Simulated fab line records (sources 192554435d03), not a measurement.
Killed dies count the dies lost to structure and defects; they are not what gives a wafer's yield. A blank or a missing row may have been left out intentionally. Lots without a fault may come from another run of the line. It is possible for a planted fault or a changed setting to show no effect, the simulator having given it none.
Commonality check across tools    flow n5Finfet    Sampled: 11 lots, 32 wafers

== THE REASON FOR OPENING IT ==
At N5_BEOL_M11_INSPECT_58 the reading rawDefectCount is flagged on 2 of 11 lots. Wafers without a fault read 78, standard deviation 28.
Rule: a lot is flagged in two cases, either no wafer of it has a number, or all its wafers with numbers fall more than 4 standard deviations from that mean. As for the other lots, they are considered sound.

lot   measured      on                rawDefectCount, wafer by wafer  flag
L178  day 10 21:13  defectInspect-01  71 74 53                        
L176  day 10 21:29  defectInspect-02  78 45 79                        
L177  day 11 11:01  defectInspect-02  105 109 108                     
L180  day 11 19:37  defectInspect-02  56 114 162                      
L184  day 13 08:25  defectInspect-02  77 87                           
L187  day 14 02:29  defectInspect-02  83 87 76                        
L189  day 14 11:56  defectInspect-02  64 151 95                       
L188  day 14 15:02  defectInspect-01  1162 1197 1177                  FLAGGED
L191  day 15 04:45  defectInspect-02  70 119 92                       
L194  day 15 12:10  defectInspect-02  1223 1192 1204                  FLAGGED
L198  day 16 09:26  defectInspect-01  30 56 43                        
The mean of the flagged lots' numbers is 1192, +1114 from the usual (+40 standard deviations).

== EACH LOT AND THE TOOL IT RAN ON ==
The record keeps 1 process step preceding the reading, out of 1938 steps on the route. Each cell gives the tool, then ch followed by the chambers the sampled wafers passed through, then the start.
lot   flag     N5_BEOL_M11_DEP_56
L178           pecvd-03 ch 0,2, day 10 21:08
L176           pecvd-02 ch 0,1,2, day 10 21:23
L177           pecvd-03 ch 0,2, day 11 10:55
L180           pecvd-01 ch 0,1,2, day 11 19:32
L184           pecvd-01 ch 1,2, day 13 08:21
L187           pecvd-01 ch 0,2, day 14 02:24
L189           pecvd-03 ch 0,1, day 14 11:51
L188  FLAGGED  pecvd-01 ch 0,2, day 14 14:57
L191           pecvd-02 ch 0,2, day 15 04:40
L194  FLAGGED  pecvd-01 ch 0,1, day 15 12:04
L198           pecvd-02 ch 0,1,2, day 16 09:21
What the steps here do:
- N5_BEOL_M11_DEP_56: deposits SiCN from 3MS/NH3, target thk 30 nm, time 10.5 s.
- N5_BEOL_M11_INSPECT_58: inspects for defects (darkfield).

== FLAGGED AGAINST TOTAL, ONE TOOL AT A TIME (gauges that did the reading follow at the end) ==
step                    tool              lots run  flagged  share of the flagged lots  sound lots run after its first flagged lot
N5_BEOL_M11_DEP_56      pecvd-01          5         2        all                        0
N5_BEOL_M11_DEP_56      pecvd-02          3         0        none                       -
N5_BEOL_M11_DEP_56      pecvd-03          3         0        none                       -
N5_BEOL_M11_INSPECT_58  defectInspect-01  3         1        some                       1 (L198)
N5_BEOL_M11_INSPECT_58  defectInspect-02  8         1        some                       0

== WHAT THE TABLE PERMITS ==
Rows of the table that ran each flagged lot: 1, that is pecvd-01 at N5_BEOL_M11_DEP_56.
- pecvd-01 at N5_BEOL_M11_DEP_56: 2 of its 5 lots flagged. Last sound lot L187 at day 14 02:24, first flagged lot L188 at day 14 14:57; a fault beginning in between fits.
Left over: one tool, pecvd-01 at N5_BEOL_M11_DEP_56.

== WHAT WAS PUT IN BY THE SIMULATOR ==
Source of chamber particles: pecvd-01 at N5_BEOL_M11_DEP_56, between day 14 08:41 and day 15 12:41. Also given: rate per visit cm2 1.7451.
Struck lots among those shown: L188, L194. The rule above found the same.
